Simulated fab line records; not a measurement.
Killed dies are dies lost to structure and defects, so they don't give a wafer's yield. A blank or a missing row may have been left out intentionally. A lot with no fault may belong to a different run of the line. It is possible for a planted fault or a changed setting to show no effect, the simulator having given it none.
fab line records ; flow nand-harc
record lots=14; wafers=42; last-day=24
route steps=1159 shown P_STI@97 THIN_TSV@1130 END@1159
lots with no fault: from the same line, run without faults
start-h: hours from the record's first day to the start of the lot's first wafer shown ; wait-h: hours since the lot's step before ; " same as the row above ; L1.1+2: several wafers, shown together as one row ; - no value, or no start given ; * or withheld: withheld ; < > ~ a bound
route shown NAME@n: names a module that has steps shown in the file, with the first one's number in the route ; usual: mean/standard deviation of fault-free wafers ; same: alike in all rows ; chamber/n: place in a boat ; sites: per-site readings ; _std_site: their standard deviation ; _edge_site: mean of outer sites minus mean of inner sites ; radius-mm: for every site, how far away it sits from the centre of the wafer ; mask NAME#n: copy n ; behind: tool/chamber where the wafer was last shaped ; hold: why the lot went on hold/how many hours it stayed there/how the hold came to an end ; device: whichever transistor did not switch (one of n, p or np) ; end of line: at the end of the route, the tests of the same wafers ; a step given without rows: its recipe and nothing more ; killed: dies lost to structure and defects at the first sort, not the wafer's yield ; map: dies across one wafer; x = killed, . = not, _ = none there
set.NAME: setting as actually run; set.NAME@STEP: the setting as run at that earlier step ; model.NAME: the simulator's own value behind a step, which no gauge read
route steps across a sampled set of lots; one table per step, one row per wafer
services: the hour from which a tool's chamber was out of use, counted from the record's first day as start-h (under 0 if before that day), plus the number of hours and why
## steps
# step NHARC_P_STI_OXIDE_33
# recipe target-thk-a=100; temp-c=1000; ox-time-s=281; material=SiO2
# usual zone-power-lower-pct=23.5/1.8
lot.wafer;tool;chamber;start-h;wait-h;zone-power-lower-pct
L749.1;furnace-04;0;40.65;7.7;23.0
L749.4;furnace-04;0;40.65;7.7;23.3
L749.5;furnace-04;0;40.65;7.7;22.7
L750.2;furnace-04;0;49.37;4.1;23.0
L750.3;furnace-04;0;49.37;4.1;23.2
L750.4;furnace-04;0;49.37;4.1;23.2
L756.2;furnace-04;0;83.58;3.7;23.5
L756.4;furnace-04;0;83.58;3.7;23.2
L756.5;furnace-04;0;83.58;3.7;22.9
L757.2;furnace-04;0;91.53;7.2;23.4
L757.5;furnace-04;0;91.53;7.2;23.2
L757.6;furnace-04;0;91.53;7.2;23.3
L761.1;furnace-05;0;111.39;5.5;25.7
L761.3;furnace-05;0;111.39;5.5;25.7
L761.6;furnace-05;0;111.39;5.5;25.7
L762.1;furnace-05;0;120.50;5.3;25.4
L762.4;furnace-05;0;120.50;5.3;25.9
L762.6;furnace-05;0;120.50;5.3;25.1
L763.1;furnace-08;0;125.39;4.2;21.1
L763.2;furnace-08;0;125.39;4.2;21.5
L763.4;furnace-08;0;125.39;4.2;21.0
L764.2;furnace-05;0;130.24;3.6;25.5
L764.3;furnace-05;0;130.24;3.6;25.8
L764.5;furnace-05;0;130.24;3.6;25.1
L765.1;furnace-08;0;139.71;4.5;21.0
L765.3;furnace-08;0;139.71;4.5;21.4
L765.4;furnace-08;0;139.71;4.5;21.2
L766.2;furnace-08;0;139.71;4.7;21.1
L766.4;furnace-08;0;139.71;4.7;21.0
L766.5;furnace-08;0;139.71;4.7;20.9
L769.1;furnace-08;0;160.41;4.1;20.8
L769.3;furnace-08;0;160.41;4.1;20.9
L769.5;furnace-08;0;160.41;4.1;21.0
L770.2;furnace-08;0;168.31;6.3;21.3
L770.3;furnace-08;0;168.31;6.3;21.1
L770.5;furnace-08;0;168.31;6.3;21.5
L771.3;furnace-05;0;173.75;4.5;26.1
L771.4;furnace-05;0;173.75;4.5;25.6
L771.6;furnace-05;0;173.75;4.5;25.3
L772.2;furnace-04;0;178.35;3.7;23.1
L772.4;furnace-04;0;178.35;3.7;22.8
L772.5;furnace-04;0;178.35;3.7;23.1
# step NHARC_THIN_TSV_PVD_51
# recipe target-thk-a=1000; chamber-pressure-pa=5; material=Cu
# usual throttle-valve-pct=29.5/0.84
lot.wafer;tool;chamber;start-h;wait-h;throttle-valve-pct
L750.4;pvd-sputter-01;-;-;-;29.2
L750.3;pvd-sputter-01;-;-;-;30.1
L750.2;pvd-sputter-01;-;-;-;29.5
L749.1;pvd-sputter-02;-;-;-;28.2
L749.4;pvd-sputter-02;-;-;-;29.0
L749.5;pvd-sputter-02;-;-;-;30.9
L757.2;pvd-sputter-03;-;-;-;29.5
L757.5;pvd-sputter-03;-;-;-;30.9
L757.6;pvd-sputter-03;-;-;-;29.5
L756.2;pvd-sputter-01;-;-;-;29.2
L756.4;pvd-sputter-01;-;-;-;29.2
L756.5;pvd-sputter-01;-;-;-;30.1
L762.4;pvd-sputter-02;-;-;-;28.5
L762.1;pvd-sputter-02;-;-;-;29.1
L762.6;pvd-sputter-02;-;-;-;27.6
L761.3;pvd-sputter-03;-;-;-;30.8
L761.1;pvd-sputter-03;-;-;-;29.2
L761.6;pvd-sputter-03;-;-;-;30.7
L763.4;pvd-sputter-02;-;-;-;30.4
L763.2;pvd-sputter-02;-;-;-;27.9
L763.1;pvd-sputter-02;-;-;-;28.8
L765.1;pvd-sputter-03;-;-;-;30.8
L765.3;pvd-sputter-03;-;-;-;29.3
L765.4;pvd-sputter-03;-;-;-;30.2
L764.3;pvd-sputter-03;-;-;-;29.5
L764.2;pvd-sputter-03;-;-;-;29.3
L764.5;pvd-sputter-03;-;-;-;30.9
L766.4;pvd-sputter-02;-;-;-;28.6
L766.2;pvd-sputter-02;-;-;-;27.7
L766.5;pvd-sputter-02;-;-;-;28.4
L769.3;pvd-sputter-01;-;-;-;30.0
L769.1;pvd-sputter-01;-;-;-;29.7
L769.5;pvd-sputter-01;-;-;-;30.1
L771.4;pvd-sputter-03;-;-;-;29.2
L771.3;pvd-sputter-03;-;-;-;29.6
L771.6;pvd-sputter-03;-;-;-;30.4
L772.2;pvd-sputter-01;-;-;-;29.9
L772.4;pvd-sputter-01;-;-;-;28.5
L772.5;pvd-sputter-01;-;-;-;30.0
L770.3;pvd-sputter-03;-;-;-;29.0
L770.2;pvd-sputter-03;-;-;-;30.3
L770.5;pvd-sputter-03;-;-;-;29.2
# step NHARC_THIN_TSV_ANNEAL_52
# recipe temp-c=225; time-s=90
# usual wafer_temp_C_max=225.89/0.22
lot.wafer;tool;chamber;start-h;wait-h;wafer_temp_C_max
L750.2;rtp-anneal-01;0;437.04;0.6;225.99
L750.3;rtp-anneal-01;0;437.04;0.6;226.34
L750.4;rtp-anneal-01;0;437.04;0.6;225.94
L749.1;rtp-anneal-02;0;438.86;0.6;225.93
L749.4;rtp-anneal-02;0;438.86;0.6;225.96
L749.5;rtp-anneal-02;0;438.86;0.6;226.06
L757.2;rtp-anneal-01;0;472.67;0.6;225.78
L757.5;rtp-anneal-01;0;472.67;0.6;226.03
L757.6;rtp-anneal-01;0;472.67;0.6;225.77
L756.2;rtp-anneal-01;0;475.72;0.7;225.71
L756.4;rtp-anneal-01;0;475.72;0.7;225.71
L756.5;rtp-anneal-01;0;475.72;0.7;225.56
L762.1;rtp-anneal-01;0;496.79;0.5;225.65
L762.4;rtp-anneal-01;0;496.79;0.5;225.40
L762.6;rtp-anneal-01;0;496.79;0.5;225.83
L761.1;rtp-anneal-02;0;499.32;0.6;226.08
L761.3;rtp-anneal-02;0;499.32;0.6;225.94
L761.6;rtp-anneal-02;0;499.32;0.6;225.88
L763.1;rtp-anneal-02;0;501.87;0.5;225.89
L763.2;rtp-anneal-02;0;501.87;0.5;226.04
L763.4;rtp-anneal-02;0;501.87;0.5;225.91
L765.1;rtp-anneal-02;0;520.34;0.6;225.70
L765.3;rtp-anneal-02;0;520.34;0.6;226.12
L765.4;rtp-anneal-02;0;520.34;0.6;226.58
L764.2;rtp-anneal-02;0;521.90;0.6;225.61
L764.3;rtp-anneal-02;0;521.90;0.6;225.74
L764.5;rtp-anneal-02;0;521.90;0.6;225.74
L766.2;rtp-anneal-02;0;531.56;0.6;225.74
L766.4;rtp-anneal-02;0;531.56;0.6;225.72
L766.5;rtp-anneal-02;0;531.56;0.6;226.33
L769.1;rtp-anneal-01;0;540.31;0.7;225.76
L769.3;rtp-anneal-01;0;540.31;0.7;225.53
L769.5;rtp-anneal-01;0;540.31;0.7;225.32
L771.3;rtp-anneal-02;0;545.55;0.5;226.04
L771.4;rtp-anneal-02;0;545.55;0.5;225.81
L771.6;rtp-anneal-02;0;545.55;0.5;225.85
L772.2;rtp-anneal-02;0;546.30;0.7;225.84
L772.4;rtp-anneal-02;0;546.30;0.7;225.62
L772.5;rtp-anneal-02;0;546.30;0.7;225.77
L770.2;rtp-anneal-01;0;549.76;0.6;226.10
L770.3;rtp-anneal-01;0;549.76;0.6;226.12
L770.5;rtp-anneal-01;0;549.76;0.6;225.91
# step NHARC_THIN_TSV_DESCUM_35
# recipe time-s=3; o2-flow-sccm=200; ar-flow-sccm=0; bias-power-w=0; chemistry=O2
# usual drypump-motor-current-A=5.7/0.42; oes-product-au=1.002/0.018; rf-vpp-V=57.7/0.81; showerhead-plenum-p-Torr=1.89/0.078; throttle-valve-pct=11.312/0.0087
lot.wafer;tool;chamber;start-h;wait-h;drypump-motor-current-A;oes-product-au;rf-hours-counter-h;rf-vpp-V;showerhead-plenum-p-Torr;throttle-valve-pct
L750.4;rie-diel-12;1;438.98;-;6.2;1.026;3;57.9;1.92;11.301
L750.2;rie-diel-12;2;438.98;-;5.1;1.016;3;57.4;1.86;11.315
L750.3;rie-diel-12;3;438.98;-;5.6;0.978;3;56.6;1.86;11.297
L749.4;rie-diel-04;1;441.02;-;6.1;0.984;10;57.0;1.90;11.316
L749.1;rie-diel-04;3;441.02;-;5.8;0.998;10;59.4;1.95;11.322
L749.5;rie-diel-04;1;441.02;-;6.1;0.996;-;57.1;1.90;11.311
L757.2;rie-diel-12;3;474.76;-;5.6;0.972;6;58.3;1.86;11.311
L757.5;rie-diel-12;1;474.76;-;6.2;1.019;-;58.9;1.91;11.319
L757.6;rie-diel-12;2;474.76;-;5.1;1.005;-;57.5;1.86;11.331
L756.2;rie-diel-07;0;477.70;-;6.2;1.008;8;57.4;1.80;11.303
L756.4;rie-diel-07;1;477.70;-;6.1;0.999;9;57.6;1.77;11.314
L756.5;rie-diel-07;3;477.70;-;5.6;1.001;-;57.6;2.01;11.325
L762.4;rie-diel-07;2;498.91;-;5.8;0.986;11;57.5;1.89;11.299
L762.1;rie-diel-07;3;498.91;-;5.6;1.011;10;58.9;2.01;11.301
L762.6;rie-diel-07;1;498.91;-;6.2;0.990;-;56.3;1.77;11.311
L761.1;rie-diel-07;0;501.44;-;6.2;1.012;11;57.9;1.80;11.325
L761.3;rie-diel-07;3;501.44;-;5.6;1.027;10;56.9;2.01;11.311
L761.6;rie-diel-07;1;501.44;-;6.1;0.996;-;56.2;1.77;11.313
L763.1;rie-diel-04;0;503.99;-;5.6;1.004;2;58.3;1.90;11.318
L763.2;rie-diel-04;1;503.99;-;6.2;0.980;2;56.1;1.89;11.311
L763.4;rie-diel-04;2;503.99;-;5.2;0.977;2;57.1;1.87;11.314
L765.1;rie-diel-07;0;522.46;-;6.2;1.006;13;57.5;1.79;11.300
L765.3;rie-diel-07;2;522.46;-;5.8;0.989;13;58.1;1.89;11.313
L765.4;rie-diel-07;2;522.46;-;5.8;0.996;-;58.7;1.89;11.311
L764.2;rie-diel-12;1;523.97;-;6.2;1.018;8;57.4;1.91;11.306
L764.3;rie-diel-12;3;523.97;-;5.6;0.981;8;56.6;1.86;11.310
L764.5;rie-diel-12;0;523.97;-;5.1;1.026;-;58.9;2.03;11.308
L766.4;rie-diel-04;3;533.64;-;5.8;0.972;5;57.1;1.94;11.325
L766.2;rie-diel-04;1;533.64;-;6.1;0.985;4;57.4;1.89;11.322
L766.5;rie-diel-04;2;533.64;-;5.2;0.991;-;55.9;1.87;11.316
L769.3;rie-diel-12;1;542.35;-;6.2;1.034;10;57.9;1.91;11.295
L769.1;rie-diel-12;2;542.35;-;5.1;1.019;9;57.2;1.86;11.318
L769.5;rie-diel-12;1;542.35;-;6.2;1.025;-;56.2;1.91;11.323
L771.3;rie-diel-04;3;547.58;-;5.8;0.982;6;57.6;1.94;11.303
L771.4;rie-diel-04;1;547.58;-;6.2;0.968;5;57.4;1.89;11.319
L771.6;rie-diel-04;3;547.58;-;5.8;0.981;-;59.0;1.94;11.319
L772.4;rie-diel-12;2;548.35;-;5.1;1.027;10;57.7;1.86;11.317
L772.2;rie-diel-12;3;548.35;-;5.6;0.982;11;58.2;1.85;11.306
L772.5;rie-diel-12;3;548.35;-;5.6;0.975;-;59.1;1.85;11.300
L770.3;rie-diel-12;0;551.85;-;5.1;1.014;12;58.5;2.03;11.314
L770.2;rie-diel-12;2;551.85;-;5.1;1.017;10;57.3;1.86;11.309
L770.5;rie-diel-12;1;551.85;-;6.2;1.027;-;59.9;1.91;11.317
# step NHARC_END_SORT_01
# recipe temp-c=25
# usual killed-at-array=27/9.9; killed-at-other=0.5/0.76; killed-at-periphery=3.4/2.2; killed-dies=31/10; killed-open=3.3/2; killed-short=2.0/1.5
# same gross-dies=677
lot.wafer;tool;chamber;start-h;wait-h;killed-at-array;killed-at-other;killed-at-periphery;killed-dies;killed-open;killed-short
L757.2;prober-01;0;484.71;2.8;6;1;540;547;3;0
L757.5;prober-01;0;487.16;3.8;5;0;556;561;2;1
L757.6;prober-01;0;487.98;4.1;5;0;544;549;1;0
L756.2;prober-02;0;484.72;2.8;21;1;532;554;4;2
L756.4;prober-02;0;486.33;3.4;20;2;540;562;2;1
L756.5;prober-02;0;487.13;3.7;26;1;533;560;4;0
L765.1;prober-01;0;531.27;2.5;28;0;3;31;0;1
L765.3;prober-01;0;532.89;3.1;25;1;3;29;0;0
L765.4;prober-01;0;533.70;3.4;34;0;2;36;3;2
# killed by level:class
L757.2 P_STI:unspecified=540 A_CHANNEL_HOLE_D1:chamber-film-flake=3 A_SOURCE_PLATE:geometric-particle:open=1 A_ONON_D1:geometric-particle:open=1 A_CONTACT:geometric-particle:open=1 THIN_TSV:chamber-film-flake=1
L756.2 P_STI:unspecified=532 A_CHANNEL_HOLE_D1:chamber-film-flake=6 A_SLIT:chamber-film-flake=5 A_CHANNEL_FILL_D1:geometric-particle:open=2 A_M0:geometric-particle:open=2 A_STAIRCASE:chamber-film-flake=2 A_CHANNEL_FILL_D1:geometric-particle:short=1 A_M1:geometric-particle:short=1
L756.4 P_STI:unspecified=539 A_CHANNEL_HOLE_D1:chamber-film-flake=8 A_SLIT:chamber-film-flake=6 THIN_TSV:chamber-film-flake=2 A_CONTACT:chamber-film-flake=2 A_CHANNEL_FILL_D1:geometric-particle:short=1 A_WL_FILL:geometric-particle:open=1 A_CONTACT:geometric-particle:open=1
L756.5 P_STI:unspecified=529 A_CHANNEL_HOLE_D1:chamber-film-flake=9 A_STAIRCASE:chamber-film-flake=6 A_SLIT:chamber-film-flake=4 A_CONTACT:chamber-film-flake=3 A_CONTACT:geometric-particle:open=2 P_GATE:chamber-film-flake=2 P_GATE:geometric-particle:open=1
L757.5 P_STI:unspecified=554 A_CHANNEL_HOLE_D1:chamber-film-flake=2 P_CONTACT:geometric-particle:open=1 A_SGD_CUT:geometric-particle:open=1 A_M0:geometric-particle:short=1 A_STAIRCASE:chamber-film-flake=1 P_M1:chamber-film-flake=1
L757.6 P_STI:unspecified=542 A_CHANNEL_HOLE_D1:chamber-film-flake=2 P_CONTACT:geometric-particle:open=1 A_SLIT:chamber-film-flake=1 A_CONTACT:chamber-film-flake=1 A_STAIRCASE:chamber-film-flake=1 P_M1:chamber-film-flake=1
L765.1 A_CHANNEL_HOLE_D1:chamber-film-flake=22 A_CONTACT:chamber-film-flake=3 P_BONDPAD:chamber-film-flake=2 A_WL_FILL:geometric-particle:short=1 P_STI:chamber-film-flake=1 A_STAIRCASE:chamber-film-flake=1 A_SLIT:chamber-film-flake=1
L765.3 A_CHANNEL_HOLE_D1:chamber-film-flake=22 P_BONDPAD:chamber-film-flake=2 A_CONTACT:chamber-film-flake=2 P_M0:chamber-film-flake=1 A_WL_FILL:chamber-film-flake=1 THIN_TSV:chamber-film-flake=1
L765.4 A_CHANNEL_HOLE_D1:chamber-film-flake=20 A_CONTACT:chamber-film-flake=5 A_STAIRCASE:chamber-film-flake=4 A_CONTACT:geometric-particle:open=2 A_ONON_D1:geometric-particle:short=1 A_M1:geometric-particle:short=1 A_M1:geometric-particle:open=1 P_ZERO_WELL:chamber-film-flake=1
## services
tool;chamber;start-h;hours;kind
furnace-08;-;21.23;26.0;pm
pvd-sputter-03;-;25.18;0.5;repair
rie-diel-12;-;25.40;9.0;pm
rie-diel-12;1;44.42;6.2;repair
rie-diel-12;3;78.62;32.4;repair
pvd-sputter-03;-;102.00;10.0;pm
pvd-sputter-03;-;117.59;1.5;repair
pvd-sputter-03;-;155.92;2.0;repair
rie-diel-12;-;202.40;9.0;pm
pvd-sputter-03;-;215.16;12.0;repair
rie-diel-12;1;222.74;2.9;repair
rie-diel-12;3;267.96;20.8;repair
pvd-sputter-03;-;280.00;10.0;pm
rie-diel-12;0;282.51;5.6;repair
rie-diel-12;1;294.53;4.5;repair
rtp-anneal-02;-;300.00;12.0;pm
furnace-04;-;315.03;26.0;pm
rie-diel-12;3;348.14;4.3;repair
rie-diel-12;0;355.24;14.2;repair
rie-diel-12;-;379.40;9.0;pm
pvd-sputter-03;-;390.14;4.9;repair
pvd-sputter-03;-;458.00;10.0;pm
furnace-08;-;463.14;3.7;repair
rie-diel-12;2;485.23;5.3;repair
## key
first-sign step=NHARC_END_SORT_01; reading=killed-at-periphery; direction=up; sigmas=99+; usual=3.4; struck=540.8
effect step=NHARC_END_SORT_01; reading=killed-dies; direction=up; sigmas=52; usual=31; struck=556
more-kills-born-at NHARC_P_STI_OXIDE_33@furnace-04=3236
met-at NHARC_P_STI_OXIDE_33
struck-lots L756,L757
tester-left-out L756,L757
not-acting-at NHARC_THIN_TSV_PVD_51,NHARC_THIN_TSV_ANNEAL_52,NHARC_THIN_TSV_DESCUM_35
onset-between 49.37 83.58
fault kind=chamber-particle-source; tool=furnace-04; chamber=-; onset-h=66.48; steps=NHARC_P_STI_OXIDE_33; rate-per-visit-cm2=1.8431; end-h=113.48
# tester-left-out: of these lots the tester's yield and bins aren't shown, on N5 and GAA mostly nor the transistor test; their killed dies are dies lost to structure and defects alone, not to doping, threshold or leakage, so they don't give the yield
